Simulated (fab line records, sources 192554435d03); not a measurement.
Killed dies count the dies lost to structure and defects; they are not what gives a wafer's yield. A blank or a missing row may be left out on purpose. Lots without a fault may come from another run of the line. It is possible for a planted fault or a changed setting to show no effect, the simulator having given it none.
Struck lot and sound lot, side by side | flow n5 finfet | 21 steps out of a route of 1938
Sound: wafers L290.1, L290.3, L290.5. Wafers L300.1, L300.4, L300.5 were the ones struck. At the end, the cause is stated.
Order at every step that has rows: each side's tool, ch and its chambers, its first start. Under that, the readings that differ: sound wafers | struck wafers | difference of the means | sigmas: that difference in standard deviations of wafers without a fault.
alike: same words and numbers on both sides, and readings whose means sit less than 2 such deviations apart. not compared: any withheld reading, any reading some wafer has no value for, any bound like >300 that may hide the same value, and any number with overlapping values for which the record gives no deviation.
Wherever a step has rows on one side only, a row that says differs or no value, or a row with sigmas, the two part there. Non-overlapping numbers with no deviation appear without sigmas and do not part them. Lack of a reading on every wafer of one side parts them only where that side has two or more wafers.

first, 9 steps without rows for these wafers: N5_BEOL_M11_EXPOSE_08 (exposes mask M11); N5_BEOL_M11_PEB_09 (peb time 60 s); N5_BEOL_M11_DEVELOP_10 (develop time 30 s); N5_BEOL_M11_DESCUM_16 (chemistry O2, time 7.9 s); N5_BEOL_M11_ETCH_61 (etches SiARC in CF4, target depth 39 nm, time 65 s); N5_BEOL_M11_ETCH_62 (etches SOC in N2/H2, target depth 110 nm, overetch 22 nm, time 165 s); N5_BEOL_M11_STRIP_68 (strips in N2/H2); N5_BEOL_M11_STRIP_67 (strips in CF4); N5_BEOL_M11_HM_OPEN_17 (chemistry Cl2/BCl3, target TiN, target depth 20 nm, overetch 6 nm).
N5_BEOL_M11_STRIP_19: strips in O2.
  sound on rie diel-06 ch 0,2, day 12 03:59; struck on rie diel-06 ch 0,1,2, day 14 19:35
  alike: drypump motor current A, oes product au, rf vpp V, showerhead plenum p Torr, throttle valve pct
  not compared: rf hours counter h
then, 8 steps without rows for these wafers: N5_BEOL_M11_COAT_63 (time 60 s, resist thk 100 nm); N5_BEOL_M11_COAT_64 (time 60 s, resist thk 30 nm); N5_BEOL_M11_COAT_22 (resist thk 90 nm); N5_BEOL_M11_EBR_24; N5_BEOL_M11_SOFTBAKE_23 (time 60 s); N5_BEOL_M11_EXPOSE_25 (exposes mask V10); N5_BEOL_M11_PEB_26 (peb time 60 s); N5_BEOL_M11_DEVELOP_27 (develop time 30 s).
N5_BEOL_M11_INSPECT_30: inspects for defects (brightfield).
  sound: defect inspect-01 at day 12 05:53; struck: defect inspect-01 at day 14 21:23
  reading          | sound       | struck         | difference | sigmas
  raw defect count | 391 375 433 | 1133 1176 1092 | +734       | +7
then, 1 step without rows for these wafers: N5_BEOL_M11_DESCUM_33 (chemistry O2, time 7.9 s).
N5_PASSIVATION_PROBE_49:
  sound: prober-01 at day 14 02:54; struck: prober-02 at day 16 20:14
  reading                  | sound          | struck         | difference | sigmas
  defect limited yield (%) | 91.4 92.0 90.6 | 80.7 79.2 86.5 | -9.2       | -6
  killed_at_M4_up          | 9 17 16        | 137 138 58     | +97        | +17
  killed dies              | 101 94 111     | 228 245 159    | +109       | +6
  sort_bin_5_function (%)  | 4.7 4.7 5.5    | 11.3 13.1 8.3  | +5.9       | +5
  sort n pass              | 1079 1086 1069 | 952 935 1021   | -109       | -6
  sort yield pct (%)       | 91.4 92.0 90.6 | 80.7 79.2 86.5 | -9.2       | -6
  alike: killed_at_M0_to_M3, killed at contacts, killed at front end, killed at other, killed on rim, killed open, killed short, sort_bin_6_memory

## WHERE THEY PART
First at N5_BEOL_M11_INSPECT_30; last, within this record, at N5_PASSIVATION_PROBE_49.

WHY: what the simulator had put in
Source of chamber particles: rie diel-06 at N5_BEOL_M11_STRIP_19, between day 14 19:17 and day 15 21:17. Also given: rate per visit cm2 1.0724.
